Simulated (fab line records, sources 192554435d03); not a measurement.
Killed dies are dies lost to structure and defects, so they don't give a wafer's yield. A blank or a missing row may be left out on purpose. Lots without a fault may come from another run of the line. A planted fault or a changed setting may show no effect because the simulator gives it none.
Which tool did it? | flow n5_finfet | 23 lots, 69 wafers sampled, at 6 steps of a route of 1938

WHAT THE GAUGES READ, wafer by wafer
N5_BEOL_M0_RS_MEAS_126: measures by four-point-probe.
lot  | measured     | on            | M0_RS (ohm/sq)
L074 | day 5 23:34  | film_metro-01 | 0.548 0.526 0.543
L075 | day 6 07:02  | film_metro-01 | 0.556 0.531 0.506
L076 | day 6 09:35  | film_metro-02 | 0.540 0.523 0.519
L077 | day 6 19:55  | film_metro-01 | 0.561 0.530 0.527
L078 | day 6 19:16  | film_metro-01 | 0.528 0.516 0.520
L079 | day 7 05:34  | film_metro-02 | 0.545 0.542 0.542
L080 | day 7 20:11  | film_metro-01 | 0.548 0.536 0.527
L081 | day 7 23:02  | film_metro-01 | 0.543 0.569 0.539
L082 | day 8 01:40  | film_metro-01 | 0.538 0.546 0.508
L084 | day 8 06:44  | film_metro-01 | 0.536 0.530 0.495
L083 | day 8 07:15  | film_metro-01 | 0.503 0.498 0.514
L085 | day 8 17:03  | film_metro-01 | 0.539 0.529 0.532
L086 | day 8 22:47  | film_metro-01 | 0.522 0.528 0.490
L087 | day 9 03:28  | film_metro-02 | 0.538 0.538 0.520
L088 | day 9 20:19  | film_metro-01 | 0.557 0.532 0.532
L090 | day 9 22:05  | film_metro-01 | 0.516 0.508 0.510
L091 | day 10 02:13 | film_metro-01 | 0.531 0.534 0.516
L092 | day 10 08:27 | film_metro-01 | 0.531 0.528 0.526
L093 | day 10 23:52 | film_metro-01 | 0.546 0.561 0.541
L094 | day 11 09:43 | film_metro-02 | 0.552 0.547 0.538
L095 | day 11 09:27 | film_metro-01 | 0.538 0.530 0.509
L096 | day 12 00:07 | film_metro-01 | 0.535 0.533 0.538
L097 | day 12 02:28 | film_metro-01 | 0.535 0.529 0.536

WHICH TOOL RAN EACH LOT (tool, then ch and the chambers of the sampled wafers, then the start)
lot  | N5_BEOL_M0_SAQP_ETCH_88            | N5_BEOL_M0_CUTY_ETCH_62            | N5_BEOL_M0_DEGAS_112         | N5_BEOL_M0_ANNEAL_133        | N5_BEOL_M0_CMP_120
L074 | rie_diel-01 ch 1,2,3, day 5 17:05  | rie_diel-05 ch 0,2, day 5 18:38    | pvd_sputter-03, day 5 21:23  | pvd_sputter-03, day 5 22:20  | cmp-03 ch 0,1, day 5 22:59
L075 | rie_diel-01 ch 1,3, day 5 21:26    | rie_diel-06 ch 1,3, day 5 22:50    | pvd_sputter-02, day 6 04:59  | pvd_sputter-02, day 6 05:49  | cmp-01 ch 0,2,3, day 6 06:29
L076 | rie_diel-01 ch 1,2, day 6 01:22    | rie_diel-05 ch 0,2,3, day 6 02:46  | pvd_sputter-03, day 6 07:34  | pvd_sputter-01, day 6 08:23  | cmp-04 ch 0,1,3, day 6 09:02
L077 | rie_diel-03 ch 0,1,3, day 6 12:44  | rie_diel-05 ch 1,2,3, day 6 14:20  | pvd_sputter-01, day 6 17:17  | pvd_sputter-03, day 6 18:35  | cmp-04 ch 1,2, day 6 19:20
L078 | rie_diel-01 ch 2,3, day 6 14:24    | rie_diel-02 ch 1,2, day 6 15:47    | pvd_sputter-03, day 6 17:11  | pvd_sputter-03, day 6 18:04  | cmp-03 ch 0,1,2, day 6 18:50
L079 | rie_diel-01 ch 2,3, day 6 18:26    | rie_diel-06 ch 0,3, day 6 20:38    | pvd_sputter-01, day 7 02:49  | pvd_sputter-01, day 7 03:59  | cmp-04 ch 2,3, day 7 04:55
L080 | rie_diel-04 ch 2,3, day 7 13:27    | rie_diel-02 ch 0,1,2, day 7 14:50  | pvd_sputter-03, day 7 16:48  | pvd_sputter-02, day 7 18:59  | cmp-04 ch 1,2, day 7 19:38
L081 | rie_diel-03 ch 0,1,2, day 7 13:50  | rie_diel-06 ch 0,1,2, day 7 15:26  | pvd_sputter-02, day 7 20:08  | pvd_sputter-02, day 7 21:32  | cmp-04 ch 0,1,2, day 7 22:29
L082 | rie_diel-03 ch 1,3, day 7 19:32    | rie_diel-02 ch 0,1,2, day 7 20:50  | pvd_sputter-01, day 7 23:23  | pvd_sputter-02, day 8 00:27  | cmp-03 ch 0,3, day 8 01:06
L084 | rie_diel-04 ch 2,3, day 8 00:40    | rie_diel-06 ch 0,2, day 8 02:04    | pvd_sputter-01, day 8 04:34  | pvd_sputter-03, day 8 05:32  | cmp-01 ch 0,3, day 8 06:11
L083 | rie_diel-03 ch 0,1,2, day 8 01:35  | rie_diel-05 ch 0,2,3, day 8 03:13  | pvd_sputter-01, day 8 04:39  | pvd_sputter-03, day 8 05:58  | cmp-01 ch 0,3, day 8 06:40
L085 | rie_diel-01 ch 0,1,3, day 8 11:15  | rie_diel-06 ch 0,1,3, day 8 12:31  | pvd_sputter-02, day 8 14:11  | pvd_sputter-01, day 8 15:30  | cmp-04 ch 0,1,2, day 8 16:35
L086 | rie_diel-03 ch 0,1,3, day 8 15:55  | rie_diel-06 ch 1,2,3, day 8 17:14  | pvd_sputter-03, day 8 20:25  | pvd_sputter-01, day 8 21:22  | cmp-03 ch 1,2,3, day 8 22:13
L087 | rie_diel-04 ch 0,1,2, day 8 18:46  | rie_diel-02 ch 0,2,3, day 8 21:43  | pvd_sputter-02, day 8 23:33  | pvd_sputter-02, day 9 02:15  | cmp-04 ch 0,1,2, day 9 02:59
L088 | rie_diel-01 ch 1,3, day 9 11:51    | rie_diel-06 ch 1,2, day 9 13:21    | pvd_sputter-02, day 9 16:58  | pvd_sputter-01, day 9 19:05  | cmp-03 ch 0,2, day 9 19:44
L090 | rie_diel-03 ch 1,2, day 9 17:25    | rie_diel-02 ch 2,3, day 9 18:49    | pvd_sputter-03, day 9 20:04  | pvd_sputter-02, day 9 20:50  | cmp-01 ch 0,1, day 9 21:30
L091 | rie_diel-04 ch 0,2, day 9 19:41    | rie_diel-06 ch 1,2,3, day 9 21:05  | pvd_sputter-03, day 9 23:30  | pvd_sputter-01, day 10 00:28 | cmp-01 ch 0,2,3, day 10 01:41
L092 | rie_diel-01 ch 0,1, day 10 01:10   | rie_diel-06 ch 1,2,3, day 10 02:51 | pvd_sputter-01, day 10 04:40 | pvd_sputter-01, day 10 07:14 | cmp-03 ch 1,3, day 10 07:56
L093 | rie_diel-01 ch 0,2, day 10 14:09   | rie_diel-06 ch 0,1,3, day 10 15:28 | pvd_sputter-01, day 10 20:03 | pvd_sputter-01, day 10 21:25 | cmp-04 ch 0,3, day 10 23:19
L094 | rie_diel-01 ch 1,2, day 10 19:21   | rie_diel-05 ch 2,3, day 10 20:55   | pvd_sputter-02, day 11 07:08 | pvd_sputter-03, day 11 08:11 | cmp-01 ch 2,3, day 11 09:09
L095 | rie_diel-03 ch 0,2,3, day 11 01:40 | rie_diel-02 ch 1,2,3, day 11 03:16 | pvd_sputter-02, day 11 07:04 | pvd_sputter-01, day 11 07:55 | cmp-04 ch 0,3, day 11 08:53
L096 | rie_diel-03 ch 0,1, day 11 19:07   | rie_diel-02 ch 0,2, day 11 20:34   | pvd_sputter-03, day 11 21:50 | pvd_sputter-03, day 11 22:53 | cmp-04 ch 0,1,2, day 11 23:38
L097 | rie_diel-01 ch 0,2,3, day 11 21:16 | rie_diel-06 ch 0,2,3, day 11 23:02 | pvd_sputter-02, day 12 00:10 | pvd_sputter-01, day 12 01:08 | cmp-03 ch 0,1,3, day 12 01:49
- N5_BEOL_M0_SAQP_ETCH_88: etches underlayer in N2/H2, target depth 6.5 nm, time 5.2 s.
- N5_BEOL_M0_CUTY_ETCH_62: etches SiARC in CF4, time 58.5 s.
- N5_BEOL_M0_DEGAS_112: time 60 s.
- N5_BEOL_M0_ANNEAL_133: time 60 s.
- N5_BEOL_M0_CMP_120: polishes, stops on SiOC, t overpolish 6.9 s.

WHAT THE TOOLS THEMSELVES READ (means of the sampled wafers that have a number; where no wafer has one, the mark that the record gives instead)
N5_BEOL_M0_SAQP_ETCH_88.
lot  | tool        | drypump_motor_current_A (A) | etch_rf_on_time_s (s) | oes_product_au (a.u.) | rf_vpp_V (V) | showerhead_plenum_p_Torr (Torr) | throttle_valve_pct (%)
L074 | rie_diel-01 | 5.7                         | 5.08                  | 0.73                  | 527          | 2.61                            | 17.68
L075 | rie_diel-01 | 5.6                         | 5.03                  | 0.78                  | 527          | 2.64                            | 17.57
L076 | rie_diel-01 | 5.7                         | 5.13                  | 0.66                  | 524          | 2.58                            | 17.80
L077 | rie_diel-03 | 5.3                         | 5.16                  | 0.71                  | 523          | 2.50                            | 17.88
L078 | rie_diel-01 | 5.5                         | 5.04                  | 0.71                  | 524          | 2.56                            | 17.85
L079 | rie_diel-01 | 5.5                         | 5.07                  | 0.66                  | 523          | 2.54                            | 17.95
L080 | rie_diel-04 | 6.0                         | 5.17                  | 0.60                  | 524          | 2.54                            | 17.98
L081 | rie_diel-03 | 5.5                         | 5.14                  | 0.69                  | 525          | 2.56                            | 17.96
L082 | rie_diel-03 | 5.5                         | 5.12                  | 0.76                  | 524          | 2.55                            | 17.78
L084 | rie_diel-04 | 6.0                         | 5.17                  | 0.60                  | 525          | 2.54                            | 17.98
L083 | rie_diel-03 | 5.5                         | 5.12                  | 0.69                  | 525          | 2.56                            | 17.95
L085 | rie_diel-01 | 5.5                         | 5.15                  | 0.74                  | 528          | 2.66                            | 17.66
L086 | rie_diel-03 | 5.3                         | 5.19                  | 0.69                  | 524          | 2.49                            | 17.92
L087 | rie_diel-04 | 5.8                         | 5.18                  | 0.63                  | 524          | 2.56                            | 17.89
L088 | rie_diel-01 | 5.8                         | 5.11                  | 0.73                  | 528          | 2.66                            | 17.47
L090 | rie_diel-03 | 5.6                         | 5.12                  | 0.71                  | 527          | 2.64                            | 17.98
L091 | rie_diel-04 | 5.8                         | 5.24                  | 0.57                  | 524          | 2.60                            | 18.05
L092 | rie_diel-01 | 5.7                         | 5.15                  | 0.73                  | 527          | 2.69                            | 17.54
L093 | rie_diel-01 | 5.4                         | 5.12                  | 0.80                  | 524          | 2.57                            | 17.75
L094 | rie_diel-01 | 5.8                         | 5.18                  | 0.75                  | 525          | 2.63                            | 17.46
L095 | rie_diel-03 | 5.2                         | 5.14                  | 0.74                  | 527          | 2.62                            | 17.94
L096 | rie_diel-03 | 5.5                         | 5.00                  | 0.78                  | 527          | 2.67                            | 17.71
L097 | rie_diel-01 | 5.4                         | 5.14                  | 0.74                  | 526          | 2.59                            | 17.79

N5_BEOL_M0_CUTY_ETCH_62.
lot  | tool        | drypump_motor_current_A (A) | etch_rf_on_time_s (s) | mfc_ar_sccm (sccm) | oes_product_au (a.u.) | rf_vpp_V (V) | showerhead_plenum_p_Torr (Torr) | throttle_valve_pct (%)
L074 | rie_diel-05 | 5.8                         | 57.9                  | 100.14             | 0.70                  | 184.4        | 2.13                            | 15.58
L075 | rie_diel-06 | 6.1                         | 58.4                  | 100.17             | 0.66                  | 183.2        | 2.09                            | 15.70
L076 | rie_diel-05 | 5.9                         | 58.0                  | 100.17             | 0.66                  | 183.6        | 2.14                            | 15.70
L077 | rie_diel-05 | 5.7                         | 57.9                  | 100.22             | 0.69                  | 184.2        | 2.14                            | 15.66
L078 | rie_diel-02 | 5.4                         | 58.9                  | 100.01             | 0.64                  | 183.5        | 2.11                            | 15.75
L079 | rie_diel-06 | 6.0                         | 58.4                  | 99.99              | 0.72                  | 183.0        | 2.08                            | 15.62
L080 | rie_diel-02 | 5.7                         | 59.8                  | 99.85              | 0.62                  | 183.6        | 2.10                            | 15.81
L081 | rie_diel-06 | 5.9                         | 58.2                  | 99.81              | 0.77                  | 183.0        | 2.12                            | 15.46
L082 | rie_diel-02 | 5.7                         | 59.6                  | 100.36             | 0.62                  | 183.6        | 2.10                            | 15.81
L084 | rie_diel-06 | 5.9                         | 58.0                  | 99.80              | 0.82                  | 183.8        | 2.11                            | 15.25
L083 | rie_diel-05 | 5.8                         | 58.1                  | 99.99              | 0.72                  | 183.3        | 2.13                            | 15.58
L085 | rie_diel-06 | 6.0                         | 58.8                  | 100.13             | 0.69                  | 184.2        | 2.10                            | 15.67
L086 | rie_diel-06 | 6.0                         | 58.2                  | 99.94              | 0.70                  | 183.0        | 2.10                            | 15.57
L087 | rie_diel-02 | 6.1                         | 59.3                  | 99.74              | 0.61                  | 183.0        | 2.10                            | 16.00
L088 | rie_diel-06 | 5.9                         | 58.1                  | 99.89              | 0.74                  | 183.2        | 2.11                            | 15.38
L090 | rie_diel-02 | 6.1                         | 59.3                  | 100.14             | 0.60                  | 183.8        | 2.10                            | 16.14
L091 | rie_diel-06 | 6.0                         | 58.6                  | 100.14             | 0.68                  | 183.1        | 2.10                            | 15.58
L092 | rie_diel-06 | 6.0                         | 58.4                  | 99.80              | 0.69                  | 183.0        | 2.10                            | 15.58
L093 | rie_diel-06 | 6.0                         | 59.3                  | 99.98              | 0.67                  | 183.3        | 2.10                            | 15.70
L094 | rie_diel-05 | 6.1                         | 57.4                  | 100.22             | 0.71                  | 183.7        | 2.16                            | 15.63
L095 | rie_diel-02 | 5.7                         | 59.1                  | 100.08             | 0.60                  | 183.3        | 2.10                            | 16.00
L096 | rie_diel-02 | 6.0                         | 60.0                  | 100.02             | 0.59                  | 183.3        | 2.08                            | 15.93
L097 | rie_diel-06 | 6.0                         | 58.3                  | 100.10             | 0.71                  | 183.9        | 2.08                            | 15.49

N5_BEOL_M0_DEGAS_112.
lot  | tool           | heater_power_w (W)
L074 | pvd_sputter-03 | 319
L075 | pvd_sputter-02 | 325
L076 | pvd_sputter-03 | 313
L077 | pvd_sputter-01 | 350
L078 | pvd_sputter-03 | 339
L079 | pvd_sputter-01 | 375
L080 | pvd_sputter-03 | 320
L081 | pvd_sputter-02 | 320
L082 | pvd_sputter-01 | 337
L084 | pvd_sputter-01 | 333
L083 | pvd_sputter-01 | 361
L085 | pvd_sputter-02 | 350
L086 | pvd_sputter-03 | 345
L087 | pvd_sputter-02 | 343
L088 | pvd_sputter-02 | 324
L090 | pvd_sputter-03 | 326
L091 | pvd_sputter-03 | 298
L092 | pvd_sputter-01 | 333
L093 | pvd_sputter-01 | 333
L094 | pvd_sputter-02 | 318
L095 | pvd_sputter-02 | 324
L096 | pvd_sputter-03 | 327
L097 | pvd_sputter-02 | 302

N5_BEOL_M0_ANNEAL_133.
lot  | tool           | heater_power_w (W)
L074 | pvd_sputter-03 | 780
L075 | pvd_sputter-02 | 796
L076 | pvd_sputter-01 | 899
L077 | pvd_sputter-03 | 808
L078 | pvd_sputter-03 | 809
L079 | pvd_sputter-01 | 946
L080 | pvd_sputter-02 | 742
L081 | pvd_sputter-02 | 869
L082 | pvd_sputter-02 | 714
L084 | pvd_sputter-03 | 806
L083 | pvd_sputter-03 | 788
L085 | pvd_sputter-01 | 893
L086 | pvd_sputter-01 | 838
L087 | pvd_sputter-02 | 786
L088 | pvd_sputter-01 | 809
L090 | pvd_sputter-02 | 768
L091 | pvd_sputter-01 | 896
L092 | pvd_sputter-01 | 816
L093 | pvd_sputter-01 | 833
L094 | pvd_sputter-03 | 860
L095 | pvd_sputter-01 | 902
L096 | pvd_sputter-03 | 789
L097 | pvd_sputter-01 | 893

N5_BEOL_M0_CMP_120.
lot  | tool   | barrier_field_endpoint_s (s) | clearing_platen_down_force_psi (psi) | motor_current_A (A) | overpolish_run_s (s) | retaining_ring_pressure_frac | slurry_flow_ml_min | time_to_endpoint_s (s)
L074 | cmp-03 | 3.70                         | 1.4978                               | 5.6                 | 6.908                | 0.992                        | 149.9              | 59.9
L075 | cmp-01 | 3.59                         | 1.5007                               | 6.5                 | 6.903                | 0.999                        | 149.8              | 62.5
L076 | cmp-04 | 3.70                         | 1.5015                               | 6.1                 | 6.899                | 0.999                        | 150.2              | 61.3
L077 | cmp-04 | 3.58                         | 1.5032                               | 6.0                 | 6.906                | 1.003                        | 150.2              | 57.4
L078 | cmp-03 | 3.72                         | 1.5019                               | 5.8                 | 6.904                | 0.998                        | 150.3              | 61.3
L079 | cmp-04 | 3.57                         | 1.4992                               | 5.9                 | 6.899                | 0.999                        | 150.1              | 57.5
L080 | cmp-04 | 3.81                         | 1.4996                               | 6.0                 | 6.900                | 0.995                        | 150.5              | 65.1
L081 | cmp-04 | 3.68                         | 1.5032                               | 6.0                 | 6.899                | 1.003                        | 149.9              | 63.8
L082 | cmp-03 | 3.73                         | 1.4982                               | 6.6                 | 6.905                | 0.997                        | 149.6              | 64.7
L084 | cmp-01 | 3.62                         | 1.4985                               | 6.4                 | 6.905                | 1.004                        | 149.9              | 62.5
L083 | cmp-01 | 3.73                         | 1.4971                               | 6.2                 | 6.909                | 1.003                        | 150.3              | 65.9
L085 | cmp-04 | 3.58                         | 1.4991                               | 5.9                 | 6.900                | 0.995                        | 149.6              | 60.0
L086 | cmp-03 | 3.53                         | 1.5000                               | 5.9                 | 6.890                | 0.998                        | 149.9              | 61.6
L087 | cmp-04 | 3.54                         | 1.4994                               | 5.9                 | 6.894                | 0.998                        | 150.5              | 62.4
L088 | cmp-03 | 3.80                         | 1.4989                               | 6.0                 | 6.906                | 1.000                        | 150.1              | 64.3
L090 | cmp-01 | 3.63                         | 1.4991                               | 6.3                 | 6.902                | 1.000                        | 149.9              | 65.2
L091 | cmp-01 | 3.58                         | 1.5019                               | 6.5                 | 6.893                | 1.001                        | 150.2              | 64.1
L092 | cmp-03 | 3.47                         | 1.5004                               | 6.3                 | 6.888                | 0.999                        | 150.2              | 63.6
L093 | cmp-04 | 3.68                         | 1.5031                               | 6.1                 | 6.906                | 0.998                        | 149.9              | 61.6
L094 | cmp-01 | 3.56                         | 1.5006                               | 6.3                 | 6.898                | 1.002                        | 149.9              | 57.7
L095 | cmp-04 | 3.74                         | 1.4969                               | 6.0                 | 6.892                | 1.002                        | 149.8              | 63.2
L096 | cmp-04 | 3.81                         | 1.4988                               | 6.0                 | 6.901                | 0.996                        | 150.3              | 60.6
L097 | cmp-03 | 3.60                         | 1.5024                               | 6.2                 | 6.895                | 0.996                        | 150.1              | 61.9

THE ANSWER, worked out from the rows above alone
Rule: what is usual is taken from the lots themselves. Put in order of their means at a reading, lots are off if they are a third of the lots or fewer, leave a main group of 4 or more, and stand apart from it by a gap of 3 or more times the standard deviation of the main group's means; of several such gaps the widest counts. A main group whose means are all the same, to the digits that the tables above print for the reading, isn't used. A lot without any number at a reading at which 4 lots or more have one is off too. The other lots that the step has rows for count as sound. The gauges are gone through in route order, then the tools' own readings, and for those a lot's mean is taken as printed above. The first step at which some lot is off is used, and at that step the reading that is off furthest; a lot without a number counts as furthest.
No lot is off at any reading shown: from this, nothing can be told.

WHAT THE SIMULATOR HAD PUT IN
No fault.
